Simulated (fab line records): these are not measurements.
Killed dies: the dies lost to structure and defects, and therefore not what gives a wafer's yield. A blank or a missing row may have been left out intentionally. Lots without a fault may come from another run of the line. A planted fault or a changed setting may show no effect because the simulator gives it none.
fab line records	flow nand_harc
record: lots: 24	wafers: 72	last_day: 33
route steps=1302 shown A_WL_FILL@972 A_CONTACT@986
lots untouched by any fault: they come from a run of this same line in which no faults occurred
start_h: start of the lot's first displayed wafer, in hours after the record's first day	wait_h: how many hours have passed since the lot's step before this one	" same as the row above	L1.1+2: a single row standing in for several wafers	- no value present, or no start provided	* or withheld: withheld	< > ~ a bound
route shown NAME@n: NAME is a module with steps in the file, n the number in the route of the first one	usual: the fault-free wafers' mean and standard deviation	same: alike in all rows	chamber/n: place in a boat	sites: readings site by site	_std_site: the standard deviation of these	_edge_site: mean of outer sites minus mean of inner sites	radius_mm: for every site, how far away it sits from the centre of the wafer	mask NAME#n: copy n	behind: tool/chamber where the wafer was last shaped	hold: cause of the lot's hold/its duration in hours/its outcome	device: names the non-switching transistor (n, p or np)	end of line: the tests these same wafers got at the end of their route	a step without rows: its recipe alone	killed: the dies lost at the first sort to structure and to defects; this is not the yield of the wafer	map: a wafer's dies, marking killed ones x, the rest . and places with no die _
set.NAME: the run value of the setting; set.NAME@STEP: its run value at that earlier step	model.NAME: the simulator's own value behind a step, which no gauge read
route steps across a sampled set of lots; one table per step, one row per wafer
services: the hour from which a tool's chamber was out of use, counted from the record's first day as start_h (under 0 if before that day), plus the number of hours and why
== steps ==
step: NHARC_A_WL_FILL_ETCHBACK_26
recipe: target_depth_a: 520	time_s: 13.3	hbr_flow_sccm: 150	rf_w: 350	icp_w: 350	bias_w: 60	chemistry: HBr
usual: bias_w: 60.01/0.17	chamber_pressure_mTorr: 15.001/0.013	drypump_motor_current_A: 5.7/0.56	oes_product_au: 1.002/0.012	throttle_valve_pct: 23.267/0.0099
lot.wafer	tool	chamber	start_h	wait_h	bias_w	chamber_pressure_mTorr	drypump_motor_current_A	oes_product_au	rf_hours_counter_h	throttle_valve_pct
L074.3	rie_si-01	3	494.29	0.4	59.93	14.991	5.2	1.012	0.8	23.284
L074.4	"	0	"	"	59.80	15.000	6.1	0.995	0.7	23.273
L074.5	"	0	"	"	59.77	14.992	6.1	1.007	-	23.277
L075.4	rie_si-01	1	504.40	0.4	59.77	15.004	6.0	1.011	0.8	23.245
L075.1	"	3	"	"	59.96	14.998	5.2	1.008	0.8	23.258
L075.5	"	2	"	"	60.26	14.999	5.7	1.015	-	23.261
L076.3	rie_si-06	1	512.57	0.4	60.06	15.003	4.8	1.016	0.5	23.274
L076.1	"	2	"	"	59.94	14.991	6.1	1.000	0.5	23.283
L076.4	"	3	"	"	60.09	14.994	5.5	0.995	0.6	23.266
L078.1	rie_si-06	2	518.50	0.4	60.22	15.015	6.1	0.993	0.6	23.248
L078.4	"	3	"	"	60.20	14.982	5.5	1.002	0.6	23.273
L078.6	"	2	"	"	60.20	15.009	6.2	0.988	-	23.267
L077.4	rie_si-01	3	518.51	0.4	59.80	15.030	5.3	1.017	0.9	23.261
L077.2	"	1	"	"	59.84	14.983	6.0	0.993	0.9	23.256
L077.6	"	3	"	"	60.08	14.985	5.2	1.017	-	23.259
L079.2	rie_si-05	1	523.68	0.4	59.92	15.013	5.0	0.994	0.2	23.251
L079.1	"	2	"	"	60.12	14.991	6.2	0.995	0.2	23.259
L079.6	"	2	"	"	60.33	14.992	6.3	0.991	-	23.273
L080.1	rie_si-05	3	540.96	0.4	60.03	15.000	6.2	0.975	0.3	23.270
L080.2	"	0	"	"	60.13	15.004	6.3	0.998	0.3	23.287
L080.3	"	1	"	"	60.23	14.997	4.9	1.003	0.3	23.266
L081.3	rie_si-06	0	544.99	0.4	60.15	15.001	5.3	1.019	0.7	23.257
L081.1	"	1	"	"	60.18	15.013	4.7	1.010	0.7	23.261
L081.5	"	3	"	"	59.79	14.982	5.4	1.004	-	23.270
L082.4	rie_si-05	0	566.48	0.4	60.06	15.019	6.3	0.990	0.4	23.255
L082.3	"	1	"	"	60.06	14.998	5.0	1.000	0.5	23.262
L082.1	"	2	"	"	59.99	15.007	6.2	1.002	0.4	23.261
L085.2	rie_si-06	0	588.01	0.4	59.97	14.988	5.3	1.007	1.1	23.257
L085.3	"	3	"	"	60.13	15.003	5.5	0.985	1.1	23.263
L085.6	"	0	"	"	60.20	14.976	5.3	1.004	-	23.275
L083.2	rie_si-01	3	588.02	0.4	59.98	14.999	5.2	1.005	0.2	23.262
L083.4	"	1	"	"	59.70	14.996	6.0	1.004	0.2	23.256
L083.5	"	3	"	"	60.12	14.985	5.2	0.997	-	23.262
L084.4	rie_si-05	1	588.03	0.4	60.11	15.005	5.0	1.023	0.6	23.256
L084.1	"	2	"	"	60.12	14.999	6.3	1.004	0.6	23.247
L084.3	"	0	"	"	60.30	15.031	6.3	0.985	0.6	23.280
L086.1	rie_si-05	3	619.78	0.4	59.93	14.993	6.2	0.988	0.8	23.276
L086.4	"	0	"	"	59.93	14.998	6.3	0.990	0.8	23.268
L086.6	"	3	"	"	59.88	15.006	6.1	0.981	-	23.287
L088.3	rie_si-05	2	623.02	0.4	60.29	15.030	6.3	0.988	0.8	23.268
L088.4	"	1	"	"	59.95	15.003	4.9	1.001	0.8	23.291
L088.6	"	2	"	"	60.19	15.005	6.3	0.991	-	23.260
L087.1	rie_si-06	2	623.03	0.4	59.84	15.012	6.2	0.985	0.1	23.258
L087.3	"	0	"	"	60.02	14.993	5.3	1.000	0.1	23.258
L087.4	"	2	"	"	59.96	14.998	6.2	0.984	-	23.271
L089.1	rie_si-06	0	628.45	0.4	59.84	15.016	5.3	1.002	0.1	23.264
L089.2	"	2	"	"	59.96	14.974	6.1	1.000	0.1	23.260
L089.6	"	1	"	"	60.04	14.993	4.8	1.017	-	23.275
L090.3	rie_si-06	1	635.72	0.4	60.22	15.001	4.8	1.011	0.2	23.264
L090.4	"	1	"	"	60.05	14.978	4.8	1.013	-	23.257
L090.5	"	2	"	"	60.00	15.006	6.1	0.986	-	23.262
L092.1	rie_si-06	2	650.98	0.4	59.63	14.992	6.2	1.000	0.3	23.255
L092.2	"	0	"	"	59.72	15.000	5.3	1.002	0.3	23.277
L092.6	"	1	"	"	60.08	15.015	4.7	1.017	-	23.260
L091.2	rie_si-05	2	650.99	0.4	60.00	15.000	6.3	1.012	1.0	23.253
L091.1	"	3	"	"	59.86	14.979	6.1	0.984	1.0	23.274
L091.6	"	0	"	"	60.02	15.002	6.3	1.003	-	23.287
L093.1	rie_si-01	2	666.69	0.4	59.69	15.009	5.7	1.023	0.6	23.278
L093.5	"	2	"	"	59.74	15.003	5.6	1.029	-	23.280
L093.6	"	3	"	"	59.84	15.003	5.3	1.013	-	23.275
L096.2	rie_si-01	0	683.81	0.4	60.06	15.005	6.1	0.990	0.9	23.261
L096.4	"	1	"	"	59.97	14.981	6.0	1.008	0.9	23.263
L096.1	"	2	"	"	60.12	15.006	5.7	1.010	0.7	23.247
L095.3	rie_si-05	3	683.84	0.4	59.77	15.002	6.1	0.994	0.1	23.259
L095.1	"	1	"	"	59.89	14.997	4.9	1.000	0.1	23.264
L095.5	"	3	"	"	60.09	15.002	6.2	1.000	-	23.275
L094.4	rie_si-06	2	696.34	0.4	60.50	14.997	6.2	0.984	0.7	23.263
L094.1	"	3	"	"	59.97	15.008	5.5	0.998	0.1	23.274
L094.6	"	0	"	"	60.26	14.988	5.3	1.006	-	23.272
L097.4	rie_si-05	0	712.07	0.4	60.17	14.998	6.4	1.009	0.2	23.259
L097.1	"	1	"	"	60.19	14.981	4.9	0.989	0.2	23.271
L097.6	"	3	"	"	60.14	15.006	6.2	1.005	-	23.285
step: NHARC_A_WL_FILL_CVD_20
recipe: target_thk_a: 1000	temp_c: 400	pressure_torr: 40	wf6_flow_sccm: 40	h2_flow_sccm: 1600	ar_flow_sccm: 1560	time_s: 74	material: W
usual: heater_power_w: 883/92	mfc_h2_sccm: 1600/4.9	throttle_valve_pct: 8.16/0.21
lot.wafer	tool	chamber	start_h	wait_h	heater_power_w	mfc_h2_sccm	throttle_valve_pct
L074.4	cvd_w-02	1	-	-	999	1603	8.30
L074.3	"	0	"	"	830	1599	8.05
L074.5	"	1	"	"	1003	1593	8.37
L075.1	cvd_w-01	1	-	-	911	1603	8.01
L075.4	"	1	"	"	924	1602	8.02
L075.5	"	1	"	"	889	1608	8.00
L076.1	cvd_w-02	0	-	-	821	1599	8.11
L076.3	"	1	"	"	995	1604	8.39
L076.4	"	0	"	"	794	1595	7.82
L077.2	cvd_w-01	1	-	-	915	1594	7.67
L077.4	"	0	"	"	740	1602	8.19
L077.6	"	0	"	"	725	1589	8.04
L078.1	cvd_w-02	0	-	-	813	1600	8.28
L078.4	"	1	"	"	1019	1591	8.41
L078.6	"	1	"	"	999	1588	8.37
L079.1	cvd_w-02	0	-	-	835	1604	8.11
L079.2	"	1	"	"	978	1607	8.57
L079.6	"	0	"	"	818	1602	8.21
L080.2	cvd_w-01	0	-	-	745	1596	8.27
L080.1	"	1	"	"	905	1593	7.70
L080.3	"	0	"	"	746	1602	8.07
L081.1	cvd_w-01	1	-	-	936	1596	7.77
L081.3	"	0	"	"	741	1600	8.05
L081.5	"	0	"	"	742	1594	8.14
L082.1	cvd_w-02	0	-	-	800	1601	8.28
L082.3	"	0	"	"	842	1601	8.25
L082.4	"	1	"	"	1018	1599	8.63
L085.2	cvd_w-01	1	-	-	953	1602	8.01
L085.3	"	1	"	"	945	1603	8.09
L085.6	"	1	"	"	943	1595	8.17
L083.2	cvd_w-02	1	-	-	1002	1608	8.33
L083.4	"	0	"	"	818	1603	8.28
L083.5	"	1	"	"	1006	1605	8.43
L084.1	cvd_w-02	0	-	-	810	1598	8.24
L084.4	"	1	"	"	1005	1608	8.58
L084.3	"	0	"	"	812	1593	7.96
L086.1	cvd_w-01	1	-	-	947	1597	8.02
L086.4	"	1	"	"	947	1604	8.15
L086.6	"	1	"	"	967	1603	8.32
L087.1	cvd_w-01	0	-	-	787	1595	8.25
L087.4	"	0	"	"	777	1597	8.16
L087.3	"	1	"	"	948	1606	8.31
L088.3	cvd_w-02	1	-	-	1030	1598	8.76
L088.4	"	0	"	"	808	1601	8.24
L088.6	"	0	"	"	825	1596	8.01
L089.2	cvd_w-01	0	-	-	794	1600	7.83
L089.1	"	1	"	"	960	1598	8.06
L089.6	"	0	"	"	783	1591	8.23
L090.3	cvd_w-01	1	-	-	953	1610	8.22
L090.4	"	0	"	"	779	1604	8.10
L090.5	"	0	"	"	808	1601	8.07
L091.1	cvd_w-01	0	-	-	771	1599	8.15
L091.2	"	1	"	"	957	1600	8.21
L091.6	"	0	"	"	803	1606	8.10
L092.1	cvd_w-01	1	-	-	952	1602	8.10
L092.2	"	0	"	"	789	1601	8.02
L092.6	"	1	"	"	968	1608	8.30
L093.1	cvd_w-02	0	-	-	838	1596	8.30
L093.5	"	1	"	"	947	1595	7.95
L093.6	"	0	"	"	848	1601	7.79
L096.1	cvd_w-02	1	-	-	964	1602	8.05
L096.2	"	0	"	"	840	1594	7.98
L096.4	"	0	"	"	863	1596	8.11
L095.1	cvd_w-02	1	-	-	929	1592	8.15
L095.3	"	0	"	"	846	1598	7.83
L095.5	"	1	"	"	957	1599	8.25
L094.1	cvd_w-01	1	-	-	979	1610	8.42
L094.4	"	0	"	"	788	1602	8.11
L094.6	"	0	"	"	774	1592	8.04
L097.1	cvd_w-01	1	-	-	963	1601	8.00
L097.4	"	0	"	"	797	1600	7.97
L097.6	"	0	"	"	791	1592	7.86
step: NHARC_A_CONTACT_DEP_29
recipe: target_thk_a: 1000	target_thk_nm: 100	temp_c: 400	pressure_torr: 3.5	flow_sccm: 200	rf_w: 350	material: SiON
usual: heater_power_w: 757/79
lot.wafer	tool	chamber	start_h	wait_h	heater_power_w
L074.3	pecvd-04	2	502.39	2.1	645
L074.5	"	1	"	"	744
L074.4	"	2	"	"	626
L075.1	pecvd-02	2	510.72	3.7	797
L075.5	"	2	"	"	802
L075.4	"	1	"	"	695
L076.3	pecvd-02	2	519.02	2.1	871
L076.1	"	0	"	"	715
L076.4	"	2	"	"	889
L078.1	pecvd-03	1	526.88	3.6	867
L078.6	"	0	"	"	804
L078.4	"	1	"	"	713
L077.2	pecvd-03	0	527.88	2.8	766
L077.6	"	1	"	"	878
L077.4	"	0	"	"	774
L079.2	pecvd-04	0	531.76	2.9	707
L079.1	"	2	"	"	662
L079.6	"	0	"	"	731
L080.1	pecvd-04	0	547.33	3.6	834
L080.3	"	1	"	"	738
L080.2	"	2	"	"	718
L081.1	pecvd-04	1	551.37	3.7	777
L081.3	"	0	"	"	733
L081.5	"	1	"	"	773
L082.3	pecvd-03	1	572.55	2.1	790
L082.1	"	0	"	"	867
L082.4	"	1	"	"	803
L083.2	pecvd-02	2	598.27	2.8	807
L083.4	"	2	"	"	820
L083.5	"	1	"	"	611
L085.3	pecvd-04	0	599.98	2.2	733
L085.2	"	1	"	"	752
L085.6	"	1	"	"	739
L084.3	pecvd-02	1	600.01	2.1	636
L084.1	"	0	"	"	621
L084.4	"	2	"	"	884
L086.1	pecvd-03	0	627.23	3.5	748
L086.4	"	0	"	"	766
L086.6	"	1	"	"	824
L087.3	pecvd-04	1	630.61	2.2	700
L087.1	"	0	"	"	778
L087.4	"	1	"	"	726
L088.3	pecvd-03	2	631.45	2.2	786
L088.6	"	2	"	"	811
L088.4	"	0	"	"	738
L089.2	pecvd-03	0	636.43	3.0	812
L089.1	"	1	"	"	851
L089.6	"	0	"	"	805
L090.3	pecvd-02	1	643.75	2.2	608
L090.4	"	0	"	"	748
L090.5	"	2	"	"	974
L091.1	pecvd-02	0	659.35	3.5	704
L091.2	"	1	"	"	694
L091.6	"	2	"	"	893
L092.1	pecvd-03	0	660.70	3.6	761
L092.2	"	1	"	"	791
L092.6	"	2	"	"	822
L093.1	pecvd-04	0	674.07	3.7	759
L093.6	"	0	"	"	791
L093.5	"	2	"	"	683
L096.2	pecvd-03	0	689.86	2.9	833
L096.1	"	1	"	"	845
L096.4	"	0	"	"	866
L095.3	pecvd-02	1	690.06	2.2	663
L095.1	"	0	"	"	637
L095.5	"	2	"	"	901
L094.1	pecvd-03	1	704.68	3.6	734
L094.6	"	0	"	"	884
L094.4	"	1	"	"	746
L097.1	pecvd-04	2	718.14	3.6	737
L097.4	"	0	"	"	714
L097.6	"	1	"	"	758
step: NHARC_A_CONTACT_OVL_MEAS_43
usual: overlay_x_nm: 0.1/0.95	overlay_y_nm: 0.0/0.9
lot.wafer	tool	chamber	start_h	wait_h	overlay_x_nm	overlay_y_nm
L074.3	overlay-01	-	503.05	-	-0.5	0.3
L074.4	"	-	"	"	-1.5	-0.2
L074.5	"	-	"	"	-0.5	-0.2
L075.1	overlay-02	-	511.53	-	-1.7	-0.7
L075.4	"	-	"	"	-1.3	-0.1
L075.5	"	-	"	"	-1.3	-0.4
L076.1	overlay-02	-	519.68	-	-0.2	-0.4
L076.3	"	-	"	"	-0.1	-0.4
L076.4	"	-	"	"	-0.1	-0.9
L078.1	overlay-02	-	527.63	-	1.6	-0.9
L078.4	"	-	"	"	1.8	-0.6
L078.6	"	-	"	"	1.5	-1.4
L077.2	overlay-01	-	528.51	-	-0.2	2.1
L077.4	"	-	"	"	-0.3	1.5
L077.6	"	-	"	"	-0.2	1.8
L079.1	overlay-02	-	532.45	-	1.1	0.6
L079.2	"	-	"	"	0.5	0.6
L079.6	"	-	"	"	0.7	0.7
L080.1	overlay-01	-	548.15	-	0.3	-0.7
L080.2	"	-	"	"	0.8	-0.3
L080.3	"	-	"	"	0.8	-0.4
L081.1	overlay-02	-	552.20	-	-0.7	1.3
L081.3	"	-	"	"	-1.0	1.0
L081.5	"	-	"	"	-1.1	0.1
L082.1	overlay-02	-	573.35	-	-2.0	-0.6
L082.3	"	-	"	"	-1.9	-0.6
L082.4	"	-	"	"	-1.5	-0.8
L083.2	overlay-01	-	599.08	-	1.4	-0.7
L083.4	"	-	"	"	1.2	-0.7
L083.5	"	-	"	"	1.0	-0.7
L085.2	overlay-01	-	600.64	-	0.0	-1.0
L085.3	"	-	"	"	-0.9	-0.5
L085.6	"	-	"	"	-0.4	-0.6
L084.1	overlay-02	-	600.85	-	0.5	-0.4
L084.3	"	-	"	"	1.1	0.4
L084.4	"	-	"	"	0.7	-0.2
L086.1	overlay-01	-	628.01	-	0.8	0.2
L086.4	"	-	"	"	0.6	0.5
L086.6	"	-	"	"	0.5	0.6
L087.1	overlay-02	-	631.41	-	0.0	-0.2
L087.3	"	-	"	"	-0.1	0.3
L087.4	"	-	"	"	-0.2	0.2
L088.3	overlay-02	-	632.24	-	0.3	-0.1
L088.4	"	-	"	"	0.4	0.4
L088.6	"	-	"	"	0.5	0.1
L089.1	overlay-02	-	637.25	-	-0.7	1.1
L089.2	"	-	"	"	-0.4	0.5
L089.6	"	-	"	"	-0.2	0.6
L090.3	overlay-01	-	644.53	-	1.9	0.0
L090.4	"	-	"	"	1.6	0.1
L090.5	"	-	"	"	1.8	-0.2
L091.1	overlay-02	-	660.13	-	-1.1	-0.9
L091.2	"	-	"	"	-0.3	-1.1
L091.6	"	-	"	"	-0.9	-0.8
L092.1	overlay-02	-	661.48	-	-1.2	-1.5
L092.2	"	-	"	"	-0.4	-1.1
L092.6	"	-	"	"	-0.9	-1.9
L093.1	overlay-01	-	674.88	-	-0.6	0.9
L093.5	"	-	"	"	-0.8	1.0
L093.6	"	-	"	"	-0.3	0.9
L096.1	overlay-01	-	690.67	-	-0.2	1.0
L096.2	"	-	"	"	-0.3	1.2
L096.4	"	-	"	"	-0.1	1.3
L095.1	overlay-02	-	690.87	-	0.4	-0.1
L095.3	"	-	"	"	-0.1	0.0
L095.5	"	-	"	"	0.3	0.7
L094.1	overlay-01	-	705.46	-	1.2	-1.9
L094.4	"	-	"	"	1.1	-1.3
L094.6	"	-	"	"	1.4	-1.8
L097.1	overlay-02	-	718.90	-	0.0	1.1
L097.4	"	-	"	"	0.2	1.0
L097.6	"	-	"	"	0.0	1.4
step: NHARC_A_CONTACT_ETCH_117
recipe: source_w: withheld	pressure_mtorr: 20	bias_v: 3000	time_s: 190	target_depth_a: 18500	ar_flow_sccm: withheld	c4f8_flow_sccm: withheld	o2_flow_sccm: withheld	chemistry: C4F8/O2/Ar
usual: chamber_pressure_mTorr: 20.000/0.019
lot.wafer	tool	chamber	start_h	wait_h	chamber_pressure_mTorr	rf_hours_counter_h
L074.3	har_cap_etch-02	1	506.07	0.1	20.014	-
L074.4	"	0	"	"	19.941	-
L074.5	"	0	"	"	19.990	-
L075.1	har_cap_etch-03	0	515.02	0.1	20.025	43
L075.4	"	1	"	"	20.032	-
L075.5	"	1	"	"	20.011	-
L076.1	har_cap_etch-03	1	522.99	0.1	19.985	45
L076.4	"	0	"	"	19.994	-
L076.3	"	1	"	"	19.997	-
L078.1	har_cap_etch-02	0	530.62	0.1	20.001	92
L078.4	"	0	"	"	19.988	-
L078.6	"	0	"	"	19.968	-
L077.2	har_cap_etch-03	1	531.48	0.1	20.012	48
L077.4	"	0	"	"	20.018	-
L077.6	"	1	"	"	19.991	-
L079.1	har_cap_etch-02	0	535.42	0.1	19.997	94
L079.2	"	1	"	"	19.987	94
L079.6	"	0	"	"	19.989	-
L080.1	har_cap_etch-01	0	551.13	0.1	19.979	9
L080.2	"	1	"	"	19.987	9
L080.3	"	0	"	"	19.999	-
L081.1	har_cap_etch-03	0	555.18	0.1	20.023	55
L081.3	"	0	"	"	19.986	-
L081.5	"	0	"	"	20.000	-
L082.1	har_cap_etch-01	0	576.68	0.1	20.031	13
L082.4	"	1	"	"	19.977	-
L082.3	"	0	"	"	19.992	-
L083.2	har_cap_etch-01	1	602.09	0.1	19.979	15
L083.4	"	0	"	"	19.997	-
L083.5	"	0	"	"	19.995	-
L084.1	har_cap_etch-02	1	604.01	0.1	19.973	105
L084.4	"	1	"	"	19.989	-
L084.3	"	0	"	"	19.991	-
L085.2	har_cap_etch-01	1	604.69	0.1	20.003	18
L085.3	"	0	"	"	20.010	-
L085.6	"	0	"	"	20.002	-
L086.1	har_cap_etch-03	0	631.06	0.1	20.013	63
L086.4	"	1	"	"	19.999	-
L086.6	"	1	"	"	19.989	-
L087.1	har_cap_etch-02	1	634.38	0.1	19.997	110
L087.3	"	1	"	"	20.012	-
L087.4	"	0	"	"	19.980	-
L088.4	har_cap_etch-01	1	638.05	0.1	20.027	-
L088.3	"	0	"	"	20.005	-
L088.6	"	0	"	"	20.011	-
L089.2	har_cap_etch-03	0	640.57	0.2	19.972	66
L089.1	"	1	"	"	19.997	66
L089.6	"	1	"	"	19.980	-
L090.3	har_cap_etch-02	1	647.58	0.1	19.975	-
L090.4	"	0	"	"	19.975	-
L090.5	"	0	"	"	20.014	-
L091.2	har_cap_etch-01	0	663.14	0.1	20.043	30
L091.1	"	1	"	"	20.000	30
L091.6	"	1	"	"	19.987	-
L092.1	har_cap_etch-02	1	664.51	0.1	20.006	120
L092.2	"	0	"	"	19.978	120
L092.6	"	0	"	"	20.002	-
L093.1	har_cap_etch-03	1	677.85	0.1	20.058	74
L093.5	"	1	"	"	19.944	-
L093.6	"	0	"	"	20.004	-
L095.1	har_cap_etch-02	0	693.86	0.1	20.029	125
L095.3	"	1	"	"	19.975	-
L095.5	"	0	"	"	20.012	-
L096.1	har_cap_etch-01	1	694.03	0.2	19.994	35
L096.2	"	0	"	"	20.019	35
L096.4	"	0	"	"	20.011	-
L094.1	har_cap_etch-03	1	708.46	0.1	20.011	80
L094.4	"	0	"	"	19.969	-
L094.6	"	1	"	"	20.000	-
L097.1	har_cap_etch-02	0	722.24	0.1	20.014	130
L097.4	"	0	"	"	20.031	-
L097.6	"	0	"	"	19.989	-
step: NHARC_A_CONTACT_CD_MEAS_53
usual: cd_nm: 289.8/0.74
lot.wafer	tool	chamber	start_h	wait_h	cd_nm
L074.3	cd_sem-01	-	508.25	-	288.4
L074.4	"	-	"	"	287.7
L074.5	"	-	"	"	287.8
L075.1	cd_sem-01	-	517.44	-	290.3
L075.4	"	-	"	"	291.0
L075.5	"	-	"	"	289.7
L076.1	cd_sem-03	-	525.18	-	290.4
L076.3	"	-	"	"	290.1
L076.4	"	-	"	"	289.3
L078.1	cd_sem-03	-	532.85	-	289.9
L078.4	"	-	"	"	290.1
L078.6	"	-	"	"	290.3
L077.2	cd_sem-02	-	533.70	-	289.2
L077.4	"	-	"	"	289.6
L077.6	"	-	"	"	289.9
L079.1	cd_sem-02	-	537.77	-	290.2
L079.2	"	-	"	"	290.7
L079.6	"	-	"	"	289.7
L080.1	cd_sem-01	-	553.35	-	289.7
L080.2	"	-	"	"	290.2
L080.3	"	-	"	"	290.1
L081.1	cd_sem-02	-	557.40	-	289.8
L081.3	"	-	"	"	289.8
L081.5	"	-	"	"	289.2
L082.1	cd_sem-01	-	578.87	-	289.8
L082.3	"	-	"	"	289.5
L082.4	"	-	"	"	289.5
L083.2	cd_sem-03	-	604.29	-	290.4
L083.4	"	-	"	"	289.5
L083.5	"	-	"	"	290.4
L084.1	cd_sem-01	-	606.23	-	290.7
L084.3	"	-	"	"	290.2
L084.4	"	-	"	"	290.6
L085.2	cd_sem-01	-	606.89	-	289.9
L085.3	"	-	"	"	289.7
L085.6	"	-	"	"	289.9
L086.1	cd_sem-03	-	633.25	-	289.1
L086.4	"	-	"	"	289.6
L086.6	"	-	"	"	290.8
L087.1	cd_sem-02	-	636.60	-	290.5
L087.3	"	-	"	"	290.7
L087.4	"	-	"	"	290.0
L088.3	cd_sem-03	-	640.22	-	290.3
L088.4	"	-	"	"	290.5
L088.6	"	-	"	"	290.5
L089.1	cd_sem-02	-	643.31	-	289.1
L089.2	"	-	"	"	289.4
L089.6	"	-	"	"	288.9
L090.3	cd_sem-02	-	649.75	-	290.1
L090.4	"	-	"	"	289.5
L090.5	"	-	"	"	291.0
L091.1	cd_sem-03	-	665.40	-	288.5
L091.2	"	-	"	"	288.2
L091.6	"	-	"	"	289.1
L092.1	cd_sem-03	-	666.72	-	289.5
L092.2	"	-	"	"	290.4
L092.6	"	-	"	"	290.3
L093.1	cd_sem-03	-	680.52	-	289.6
L093.5	"	-	"	"	290.6
L093.6	"	-	"	"	289.5
L095.1	cd_sem-01	-	696.05	-	289.9
L095.3	"	-	"	"	289.6
L095.5	"	-	"	"	290.0
L096.1	cd_sem-01	-	696.79	-	290.2
L096.2	"	-	"	"	289.8
L096.4	"	-	"	"	289.9
L094.1	cd_sem-02	-	710.66	-	290.7
L094.4	"	-	"	"	290.3
L094.6	"	-	"	"	290.9
L097.1	cd_sem-03	-	724.45	-	288.7
L097.4	"	-	"	"	289.2
L097.6	"	-	"	"	288.6
== services ==
tool	chamber	start_h	hours	kind
rie_si-05	-	482.05	9.0	pm
har_cap_etch-01	-	486.29	0.7	repair
pecvd-03	0	488.58	22.9	repair
har_cap_etch-01	-	498.56	17.0	pm
pecvd-03	-	503.77	0.8	repair
har_cap_etch-03	-	507.31	3.3	repair
cvd_w-01	0	515.50	3.3	repair
cvd_w-01	-	547.00	13.0	pm
pecvd-03	-	547.26	13.0	pm
har_cap_etch-01	-	559.47	4.6	repair
rie_si-06	1	596.25	6.0	repair
har_cap_etch-03	-	600.92	7.8	repair
rie_si-06	-	603.00	9.0	pm
rie_si-06	3	614.50	71.4	repair
har_cap_etch-01	-	623.00	1.3	repair
har_cap_etch-03	-	623.94	0.4	repair
cvd_w-02	-	631.00	13.0	pm
pecvd-04	-	631.61	13.0	pm
rie_si-05	-	659.05	9.0	pm
rie_si-06	-	680.87	0.1	repair
pecvd-04	1	689.79	3.1	repair
pecvd-04	-	694.17	1.0	repair
pecvd-03	-	718.19	1.3	repair
rie_si-06	1	718.77	3.5	repair
== key ==
fault none
